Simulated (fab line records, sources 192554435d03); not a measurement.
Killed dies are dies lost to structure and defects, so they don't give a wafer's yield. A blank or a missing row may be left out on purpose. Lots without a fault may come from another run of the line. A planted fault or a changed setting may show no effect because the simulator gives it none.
fab line records | flow n5_finfet | part 1 of 2: steps 1 to 23 of 31
record lots=5 wafers=15 last_day=18
route steps=1938 shown BEOL_M3@997 BEOL_M4@1021
lots that met no fault: from a run of the same line without faults
start_h: hours from the record's first day to the start of the lot's first wafer shown | wait_h: hours since the lot's step before | " the same as in the row above | L1.1+2: a row that stands for several wafers | - no value, or no start given | * or withheld: withheld | < > ~ a bound
route shown NAME@n: a module of which the file shows steps, and the number in the route of the first | usual: mean/standard deviation of fault-free wafers | same: alike in all rows | chamber/n: place in a boat | sites: the reading at each site | _std_site: their standard deviation | _edge_site: outer sites' mean less inner sites' | radius_mm: how far each site lies from the wafer's centre | mask NAME#n: copy n | behind: the tool/chamber that last shaped the wafer | hold: why the lot was held/for how many hours/how that ended | device: the transistor (n, p or np) that didn't switch | end of line: the same wafers' tests at the end of the route | a step without rows: its recipe alone | killed: dies lost to structure and defects at the first sort, not the wafer's yield | map: a wafer's dies, x killed, . not, _ none there
set.NAME: the setting as run; set.NAME@STEP: as run at that earlier step | model.NAME: the simulator's own value behind a step, which no gauge read
lots at some steps of the route; a table a step, a row a wafer
services: from which hour (start_h, from the record's first day; less than 0 if before it) a tool's chamber was out of use, for how many hours, and why
## steps
# step N5_BEOL_M3_ANNEAL_80
# recipe temp_c=400 time_s=240 ambient=vacuum
# usual heater_power_w=804/88 susceptor_temp_C_max=400.9/0.38
# columns lot.wafer tool chamber start_h wait_h heater_power_w susceptor_temp_C_max
L076.1 pvd_sputter-03 - 172.20 0.0 667 400.7
L076.2 " - " " 697 401.6
L076.6 " - " " 703 401.6
L081.1 pvd_sputter-03 - 200.96 0.0 952 400.4
L081.4 " - " " 774 401.2
L081.6 " - " " 705 400.7
L082.2 pvd_sputter-01 - 205.42 0.0 729 400.7
L082.3 " - " " 830 400.2
L082.5 " - " " 806 400.8
L085.4 pvd_sputter-03 - 218.71 0.0 642 401.3
L085.5 " - " " 650 401.4
L085.6 " - " " 776 401.2
L096.2 pvd_sputter-03 - 293.36 0.0 798 401.2
L096.3 " - " " 635 400.9
L096.5 " - " " 793 401.5
# step N5_BEOL_M3_SPUTTER_81
# recipe material=Cu target_thk_a=45 temp_c=-20 chamber_pressure_pa=0.07 power_w=withheld time_s=8.29
# usual throttle_valve_pct=29.8/0.86
# columns lot.wafer tool chamber start_h wait_h throttle_valve_pct
L076.1 pvd_sputter-03 - 172.34 0.1 29.5
L076.2 " - " " 30.7
L076.6 " - " " 30.7
L081.1 pvd_sputter-03 - 201.10 0.1 29.2
L081.4 " - " " 30.2
L081.6 " - " " 30.8
L082.2 pvd_sputter-01 - 205.56 0.1 29.8
L082.3 " - " " 31.0
L082.5 " - " " 30.6
L085.4 pvd_sputter-03 - 218.85 0.1 29.7
L085.5 " - " " 29.5
L085.6 " - " " 30.2
L096.2 pvd_sputter-03 - 293.50 0.1 29.8
L096.3 " - " " 29.2
L096.5 " - " " 30.3
# step N5_BEOL_M3_ANNEAL_82
# recipe temp_c=400 time_s=240 ambient=vacuum
# usual heater_power_w=802/88 susceptor_temp_C_max=400.9/0.44
# columns lot.wafer tool chamber start_h wait_h heater_power_w susceptor_temp_C_max
L076.1 pvd_sputter-03 - 172.42 0.0 642 401.1
L076.2 " - " " 696 402.0
L076.6 " - " " 677 402.4
L081.1 pvd_sputter-03 - 201.18 0.0 955 400.7
L081.4 " - " " 751 401.0
L081.6 " - " " 693 402.3
L082.2 pvd_sputter-01 - 205.64 0.0 730 400.6
L082.3 " - " " 801 400.7
L082.5 " - " " 793 400.4
L085.4 pvd_sputter-03 - 218.93 0.0 671 401.5
L085.5 " - " " 661 401.5
L085.6 " - " " 770 401.1
L096.2 pvd_sputter-03 - 293.58 0.0 786 400.9
L096.3 " - " " 661 400.6
L096.5 " - " " 774 401.0
# step N5_BEOL_M3_SPUTTER_86
# recipe material=Cu target_thk_a=45 temp_c=-20 chamber_pressure_pa=0.07 power_w=withheld time_s=8.29
# usual throttle_valve_pct=29.7/0.9
# columns lot.wafer tool chamber start_h wait_h throttle_valve_pct
L076.1 pvd_sputter-03 - 172.56 0.1 29.2
L076.2 " - " " 30.6
L076.6 " - " " 30.7
L081.1 pvd_sputter-03 - 201.32 0.1 29.5
L081.4 " - " " 30.3
L081.6 " - " " 30.7
L082.2 pvd_sputter-01 - 205.78 0.1 29.5
L082.3 " - " " 30.9
L082.5 " - " " 30.7
L085.4 pvd_sputter-03 - 219.07 0.1 29.2
L085.5 " - " " 29.2
L085.6 " - " " 30.2
L096.2 pvd_sputter-03 - 293.72 0.1 30.0
L096.3 " - " " 29.4
L096.5 " - " " 30.0
# step N5_BEOL_M3_ANNEAL_87
# recipe temp_c=400 time_s=240 ambient=vacuum
# usual heater_power_w=803/88 susceptor_temp_C_max=400.9/0.44
# columns lot.wafer tool chamber start_h wait_h heater_power_w susceptor_temp_C_max
L076.1 pvd_sputter-03 - 172.64 0.0 653 401.1
L076.2 " - " " 675 401.5
L076.6 " - " " 710 401.5
L081.1 pvd_sputter-03 - 201.40 0.0 967 400.9
L081.4 " - " " 748 400.8
L081.6 " - " " 682 401.8
L082.2 pvd_sputter-01 - 205.86 0.0 725 401.0
L082.3 " - " " 794 400.8
L082.5 " - " " 819 400.8
L085.4 pvd_sputter-03 - 219.15 0.0 644 400.7
L085.5 " - " " 676 400.6
L085.6 " - " " 779 401.4
L096.2 pvd_sputter-03 - 293.80 0.0 779 401.5
L096.3 " - " " 643 401.0
L096.5 " - " " 766 401.4
# step N5_BEOL_M3_SPUTTER_88
# recipe material=Cu target_thk_a=45 temp_c=-20 chamber_pressure_pa=0.07 power_w=withheld time_s=8.29
# usual throttle_valve_pct=29.8/0.88
# columns lot.wafer tool chamber start_h wait_h throttle_valve_pct
L076.1 pvd_sputter-03 - 172.78 0.1 29.6
L076.2 " - " " 30.7
L076.6 " - " " 30.7
L081.1 pvd_sputter-03 - 201.54 0.1 29.4
L081.4 " - " " 30.1
L081.6 " - " " 30.8
L082.2 pvd_sputter-01 - 206.00 0.1 29.6
L082.3 " - " " 30.5
L082.5 " - " " 30.9
L085.4 pvd_sputter-03 - 219.29 0.1 29.5
L085.5 " - " " 29.8
L085.6 " - " " 30.0
L096.2 pvd_sputter-03 - 293.94 0.1 30.1
L096.3 " - " " 29.5
L096.5 " - " " 30.0
# step N5_BEOL_M3_ANNEAL_89
# recipe temp_c=400 time_s=240 ambient=vacuum
# usual heater_power_w=803/88 susceptor_temp_C_max=400.9/0.4
# columns lot.wafer tool chamber start_h wait_h heater_power_w susceptor_temp_C_max
L076.1 pvd_sputter-03 - 172.86 0.0 659 400.5
L076.2 " - " " 693 401.6
L076.6 " - " " 708 402.0
L081.1 pvd_sputter-03 - 201.62 0.0 975 400.4
L081.4 " - " " 778 400.7
L081.6 " - " " 690 401.3
L082.2 pvd_sputter-01 - 206.08 0.0 714 400.5
L082.3 " - " " 812 400.8
L082.5 " - " " 808 400.2
L085.4 pvd_sputter-03 - 219.37 0.0 658 400.9
L085.5 " - " " 645 401.2
L085.6 " - " " 787 401.1
L096.2 pvd_sputter-03 - 294.02 0.0 758 400.6
L096.3 " - " " 647 401.1
L096.5 " - " " 764 400.9
# step N5_BEOL_M3_SPUTTER_90
# recipe material=Cu target_thk_a=45 temp_c=-20 chamber_pressure_pa=0.07 power_w=withheld time_s=8.29
# usual throttle_valve_pct=29.8/0.88
# columns lot.wafer tool chamber start_h wait_h throttle_valve_pct
L076.1 pvd_sputter-03 - 173.00 0.1 29.6
L076.2 " - " " 30.7
L076.6 " - " " 30.9
L081.1 pvd_sputter-03 - 201.76 0.1 29.4
L081.4 " - " " 30.0
L081.6 " - " " 30.7
L082.2 pvd_sputter-01 - 206.22 0.1 29.5
L082.3 " - " " 30.7
L082.5 " - " " 31.0
L085.4 pvd_sputter-03 - 219.51 0.1 29.4
L085.5 " - " " 29.2
L085.6 " - " " 30.2
L096.2 pvd_sputter-03 - 294.16 0.1 30.1
L096.3 " - " " 29.5
L096.5 " - " " 30.3
# step N5_BEOL_M3_ANNEAL_91
# recipe temp_c=400 time_s=240 ambient=vacuum
# usual heater_power_w=805/88 susceptor_temp_C_max=400.9/0.41
# columns lot.wafer tool chamber start_h wait_h heater_power_w susceptor_temp_C_max
L076.1 pvd_sputter-03 - 173.08 0.0 665 400.8
L076.2 " - " " 682 402.1
L076.6 " - " " 678 402.4
L081.1 pvd_sputter-03 - 201.84 0.0 952 400.4
L081.4 " - " " 769 401.1
L081.6 " - " " 696 401.8
L082.2 pvd_sputter-01 - 206.30 0.0 721 400.4
L082.3 " - " " 804 400.7
L082.5 " - " " 793 400.5
L085.4 pvd_sputter-03 - 219.59 0.0 655 401.1
L085.5 " - " " 659 400.7
L085.6 " - " " 770 401.3
L096.2 pvd_sputter-03 - 294.24 0.0 784 401.2
L096.3 " - " " 667 401.0
L096.5 " - " " 781 401.0
# step N5_BEOL_M3_SPUTTER_92
# recipe material=Cu target_thk_a=45 temp_c=-20 chamber_pressure_pa=0.07 power_w=withheld time_s=8.29
# usual throttle_valve_pct=29.8/0.88
# columns lot.wafer tool chamber start_h wait_h throttle_valve_pct
L076.1 pvd_sputter-03 - 173.22 0.1 29.3
L076.2 " - " " 30.7
L076.6 " - " " 30.8
L081.1 pvd_sputter-03 - 201.98 0.1 29.4
L081.4 " - " " 30.2
L081.6 " - " " 30.9
L082.2 pvd_sputter-01 - 206.44 0.1 29.4
L082.3 " - " " 30.9
L082.5 " - " " 30.8
L085.4 pvd_sputter-03 - 219.73 0.1 29.4
L085.5 " - " " 29.6
L085.6 " - " " 30.2
L096.2 pvd_sputter-03 - 294.38 0.1 30.0
L096.3 " - " " 29.7
L096.5 " - " " 30.0
# step N5_BEOL_M3_ANNEAL_93
# recipe temp_c=400 time_s=240 ambient=vacuum
# usual heater_power_w=803/87 susceptor_temp_C_max=401.0/0.39
# columns lot.wafer tool chamber start_h wait_h heater_power_w susceptor_temp_C_max
L076.1 pvd_sputter-03 - 173.30 0.0 661 401.1
L076.2 " - " " 689 401.6
L076.6 " - " " 707 401.9
L081.1 pvd_sputter-03 - 202.06 0.0 984 400.7
L081.4 " - " " 775 400.9
L081.6 " - " " 682 401.6
L082.2 pvd_sputter-01 - 206.52 0.0 734 400.3
L082.3 " - " " 791 401.1
L082.5 " - " " 812 401.0
L085.4 pvd_sputter-03 - 219.81 0.0 649 401.0
L085.5 " - " " 651 400.7
L085.6 " - " " 778 401.5
L096.2 pvd_sputter-03 - 294.46 0.0 760 400.9
L096.3 " - " " 671 401.1
L096.5 " - " " 784 400.8
# step N5_BEOL_M3_SPUTTER_94
# recipe material=Cu target_thk_a=45 temp_c=-20 chamber_pressure_pa=0.07 power_w=withheld time_s=8.29
# usual throttle_valve_pct=29.8/0.88
# columns lot.wafer tool chamber start_h wait_h throttle_valve_pct
L076.1 pvd_sputter-03 - 173.44 0.1 29.3
L076.2 " - " " 30.9
L076.6 " - " " 30.7
L081.1 pvd_sputter-03 - 202.20 0.1 29.6
L081.4 " - " " 30.1
L081.6 " - " " 30.7
L082.2 pvd_sputter-01 - 206.66 0.1 29.5
L082.3 " - " " 30.8
L082.5 " - " " 30.9
L085.4 pvd_sputter-03 - 219.95 0.1 29.4
L085.5 " - " " 29.3
L085.6 " - " " 30.2
L096.2 pvd_sputter-03 - 294.60 0.1 30.2
L096.3 " - " " 29.4
L096.5 " - " " 29.7
# step N5_BEOL_M3_ANNEAL_95
# recipe temp_c=400 time_s=240 ambient=vacuum
# usual heater_power_w=804/87 susceptor_temp_C_max=400.9/0.41
# columns lot.wafer tool chamber start_h wait_h heater_power_w susceptor_temp_C_max
L076.1 pvd_sputter-03 - 173.52 0.0 658 400.4
L076.2 " - " " 697 402.0
L076.6 " - " " 686 401.9
L081.1 pvd_sputter-03 - 202.28 0.0 969 401.2
L081.4 " - " " 758 401.0
L081.6 " - " " 702 401.7
L082.2 pvd_sputter-01 - 206.74 0.0 735 401.0
L082.3 " - " " 803 401.0
L082.5 " - " " 800 400.8
L085.4 pvd_sputter-03 - 220.03 0.0 649 401.4
L085.5 " - " " 650 400.6
L085.6 " - " " 797 400.8
L096.2 pvd_sputter-03 - 294.68 0.0 789 401.3
L096.3 " - " " 650 401.0
L096.5 " - " " 775 400.6
# step N5_BEOL_M3_SPUTTER_96
# recipe material=Cu target_thk_a=45 temp_c=-20 chamber_pressure_pa=0.07 power_w=withheld time_s=8.29
# usual throttle_valve_pct=29.8/0.89
# columns lot.wafer tool chamber start_h wait_h throttle_valve_pct
L076.1 pvd_sputter-03 - 173.66 0.1 29.3
L076.2 " - " " 30.6
L076.6 " - " " 31.0
L081.1 pvd_sputter-03 - 202.42 0.1 29.5
L081.4 " - " " 30.2
L081.6 " - " " 31.1
L082.2 pvd_sputter-01 - 206.88 0.1 29.8
L082.3 " - " " 30.8
L082.5 " - " " 30.6
L085.4 pvd_sputter-03 - 220.17 0.1 29.6
L085.5 " - " " 29.5
L085.6 " - " " 30.1
L096.2 pvd_sputter-03 - 294.82 0.1 30.2
L096.3 " - " " 29.5
L096.5 " - " " 30.3
# step N5_BEOL_M3_ECD_50
# recipe material=Cu target_thk_a=3000
# columns lot.wafer tool chamber start_h wait_h
L076.1+2+6 ecd_cu-02 1,0,0 173.78 0.1
L081.1+4+6 ecd_cu-02 1,0,1 202.54 0.1
L082.2+3+5 ecd_cu-02 0,0,1 206.99 0.1
L085.4+5+6 ecd_cu-02 1,1,0 220.30 0.1
L096.2+3+5 ecd_cu-02 0,0,1 294.94 0.1
# step N5_BEOL_M3_ANNEAL_51
# recipe temp_c=225 time_s=90 ambient=N2
# usual anneal_temp_c_max=226.3/0.34 wafer_temp_C_max=226.2/0.51
# columns lot.wafer tool chamber start_h wait_h anneal_temp_c_max wafer_temp_C_max
L076.1 rtp_anneal-01 0 174.05 0.3 225.8 226.0
L076.2 " 0 " " 226.1 225.7
L076.6 " 0 " " 226.0 225.8
L081.1 rtp_anneal-02 0 202.78 0.2 226.1 227.2
L081.4 " 0 " " 226.9 226.5
L081.6 " 0 " " 226.3 226.1
L082.2 rtp_anneal-02 0 207.12 0.1 227.2 226.8
L082.3 " 0 " " 226.5 226.7
L082.5 " 0 " " 226.7 226.5
L085.4 rtp_anneal-01 0 220.50 0.2 226.3 225.5
L085.5 " 0 " " 226.5 225.7
L085.6 " 0 " " 226.5 226.0
L096.2 rtp_anneal-01 0 295.20 0.2 226.0 225.8
L096.3 " 0 " " 226.4 226.1
L096.5 " 0 " " 226.2 225.7
# step N5_BEOL_M3_CMP_52
# recipe stop_on=SiOC t_overpolish_s=6.8 down_force_psi=1 platen_rpm=50 clearing_platen_down_force_psi=1.5 clearing_platen_rpm=50 post_cmp_clean=cu_alkaline target_thk_nm=40 clearing_platen_pad_velocity_m_s=0.99484 pad_velocity_m_s=0.99484
# usual barrier_field_endpoint_s=24.7/0.67 clearing_platen_down_force_psi=1.5000/0.0029 motor_current_A=6.1/0.64 overpolish_run_s=6.800/0.0089 pad_life_wafers=1219/550 time_to_endpoint_s=64/3.1
# columns lot.wafer tool chamber start_h wait_h barrier_field_endpoint_s clearing_platen_down_force_psi motor_current_A overpolish_run_s pad_life_wafers time_to_endpoint_s
L076.1 cmp-04 0 174.36 0.3 25.5 1.4992 5.6 6.811 1212 63
L076.2 " 2 " " 24.8 1.4969 5.3 6.792 1214 67
L076.6 " 0 " " 25.3 1.5031 5.5 6.802 - 66
L081.1 cmp-01 0 203.07 0.3 24.6 1.5036 5.1 6.802 588 66
L081.4 " 2 " " 25.3 1.5023 6.6 6.802 590 62
L081.6 " 1 " " 24.4 1.5001 5.3 6.799 - 59
L082.2 cmp-03 0 207.44 0.3 24.3 1.4938 7.2 6.794 1664 61
L082.3 " 1 " " 24.0 1.4954 5.8 6.807 1665 58
L082.5 " 2 " " 24.9 1.5013 5.9 6.786 - 63
L085.4 cmp-03 2 220.66 0.1 25.1 1.5041 5.8 6.815 1788 66
L085.6 " 2 " " 25.6 1.5039 6.5 6.806 - 66
L085.5 " 3 " " 25.5 1.4992 6.6 6.812 - 67
L096.2 cmp-01 0 295.46 0.2 26.3 1.4998 5.3 6.809 1404 71
L096.3 " 1 " " 24.7 1.4997 5.1 6.788 1405 63
L096.5 " 0 " " 26.0 1.4999 5.2 6.812 - 68
# step N5_BEOL_M3_THK_MEAS_53
# recipe thk_meas_gauge=xrf reads=Cu_of_BEOL_M3_ECD_50
# usual M3_THK=40.1/1.7
# columns lot.wafer tool chamber start_h wait_h M3_THK[nm]
L076.1 film_metro-01 - 174.65 - 36.5
L076.2 " - " " 40.9
L076.6 " - " " 41.0
L081.1 film_metro-01 - 203.37 - 40.4
L081.4 " - " " 42.5
L081.6 " - " " 38.9
L082.2 film_metro-02 - 207.66 - 42.2
L082.3 " - " " 37.8
L082.5 " - " " 40.8
L085.4 film_metro-01 - 220.96 - 37.9
L085.5 " - " " 41.6
L085.6 " - " " 39.2
L096.2 film_metro-01 - 295.75 - 40.0
L096.3 " - " " 39.1
L096.5 " - " " 42.8
# step N5_BEOL_M3_PRE_CLEAN_60
# recipe gas=NH3/H2 time_s=15 temp_c=* rf_power_w=300
# usual heater_power_w=76/11 rf_fwd_power_W=295.9/1.2
# columns lot.wafer tool chamber start_h wait_h heater_power_w rf_fwd_power_W
L076.1 cvd_co-02 1 174.69 0.0 92 295.9
L076.2 " 2 " " 62 295.7
L076.6 " 1 " " 97 295.4
L081.1 cvd_co-02 0 203.40 0.0 80 298.0
L081.4 " 1 " " 89 295.9
L081.6 " 0 " " 79 297.8
L082.2 cvd_co-01 0 207.70 0.0 68 293.5
L082.3 " 2 " " 90 296.2
L082.5 " 1 " " 66 296.8
L085.4 cvd_co-01 1 221.01 0.1 67 294.7
L085.5 " 2 " " 88 296.6
L085.6 " 0 " " 70 293.8
L096.2 cvd_co-01 0 295.79 0.0 71 294.7
L096.3 " 1 " " 66 296.6
L096.5 " 2 " " 87 295.8
# step N5_BEOL_M3_CO_CAP_55
# recipe material=Co target_thk_a=20 temp_c=200 precursor=CCTBA/H2 pressure_torr=30 time_s=102.1
# usual heater_power_w=225/14
# columns lot.wafer tool chamber start_h wait_h heater_power_w
L076.1 cvd_co-02 1 174.73 0.0 243
L076.2 " 2 " " 205
L076.6 " 1 " " 244
L081.1 cvd_co-02 0 203.44 0.0 228
L081.4 " 1 " " 243
L081.6 " 0 " " 228
L082.2 cvd_co-01 0 207.74 0.0 220
L082.3 " 2 " " 244
L082.5 " 1 " " 211
L085.4 cvd_co-01 1 221.07 0.0 211
L085.5 " 2 " " 245
L085.6 " 0 " " 215
L096.2 cvd_co-01 0 295.83 0.0 218
L096.3 " 1 " " 213
L096.5 " 2 " " 243
# step N5_BEOL_M3_PRE_CLEAN_56
# recipe gas=NH3 time_s=15 temp_c=withheld rf_power_w=300
# usual rf_fwd_power_W=295.4/1.3
# columns lot.wafer tool chamber start_h wait_h rf_fwd_power_W
L076.1 pecvd-02 0 174.82 0.1 294.7
L076.2 " 1 " " 292.6
L076.6 " 0 " " 295.2
L081.1 pecvd-03 2 203.54 0.1 296.7
L081.4 " 0 " " 297.3
L081.6 " 2 " " 295.9
L082.2 pecvd-04 0 207.83 0.1 297.2
L082.3 " 1 " " 296.5
L082.5 " 1 " " 295.4
L085.4 pecvd-02 1 221.14 0.0 296.1
L085.5 " 2 " " 296.6
L085.6 " 0 " " 294.6
L096.2 pecvd-02 2 295.92 0.1 296.7
L096.3 " 1 " " 293.0
L096.5 " 0 " " 295.3
# step N5_BEOL_M3_DEP_57
# recipe material=SiCN target_thk_a=80 temp_c=withheld precursor=3MS/NH3 pressure_torr=3 rf_w=202 time_s=14
# usual rf_fwd_power_W=199.6/0.69 showerhead_plenum_p_Torr=3.672/0.019 throttle_valve_pct=9.1/0.3
# columns lot.wafer tool chamber start_h wait_h rf_fwd_power_W showerhead_plenum_p_Torr throttle_valve_pct
L076.1 pecvd-02 0 174.86 0.0 200.8 3.685 9.4
L076.2 " 1 " " 198.9 3.690 9.4
L076.6 " 0 " " 200.6 3.675 9.3
L081.1 pecvd-03 2 203.56 0.0 198.9 3.654 8.5
L081.4 " 0 " " 199.7 3.654 9.0
L081.6 " 2 " " 198.9 3.664 8.5
L082.2 pecvd-04 0 207.86 0.0 199.7 3.678 9.0
L082.3 " 1 " " 198.5 3.669 8.8
L082.5 " 1 " " 199.5 3.665 8.9
L085.4 pecvd-02 1 221.17 0.0 198.8 3.684 9.4
L085.5 " 2 " " 199.7 3.634 9.2
L085.6 " 0 " " 198.0 3.668 9.1
L096.2 pecvd-02 2 295.94 0.0 200.4 3.650 9.0
L096.3 " 1 " " 199.6 3.690 9.8
L096.5 " 0 " " 200.4 3.674 9.3
# step N5_BEOL_M3_RS_MEAS_58
# recipe thk_meas_gauge=four-point-probe reads=Co_of_BEOL_M3_CO_CAP_55+Cu_of_BEOL_M3_ECD_50+Co_of_BEOL_M3_CVD_47+TaN_of_BEOL_M3_ALD_84
# usual M3_RS=0.67/0.037
# columns lot.wafer tool chamber start_h wait_h M3_RS[ohm/sq]
L076.1 film_metro-02 - 174.94 0.1 0.75
L076.2 " - " " 0.65
L076.6 " - " " 0.65
L081.1 film_metro-02 - 203.63 0.0 0.66
L081.4 " - " " 0.62
L081.6 " - " " 0.70
L082.2 film_metro-02 - 207.92 0.1 0.64
L082.3 " - " " 0.73
L082.5 " - " " 0.66
L085.4 film_metro-01 - 221.22 0.0 0.73
L085.5 " - " " 0.65
L085.6 " - " " 0.69
L096.2 film_metro-02 - 296.01 0.1 0.67
L096.3 " - " " 0.69
L096.5 " - " " 0.62
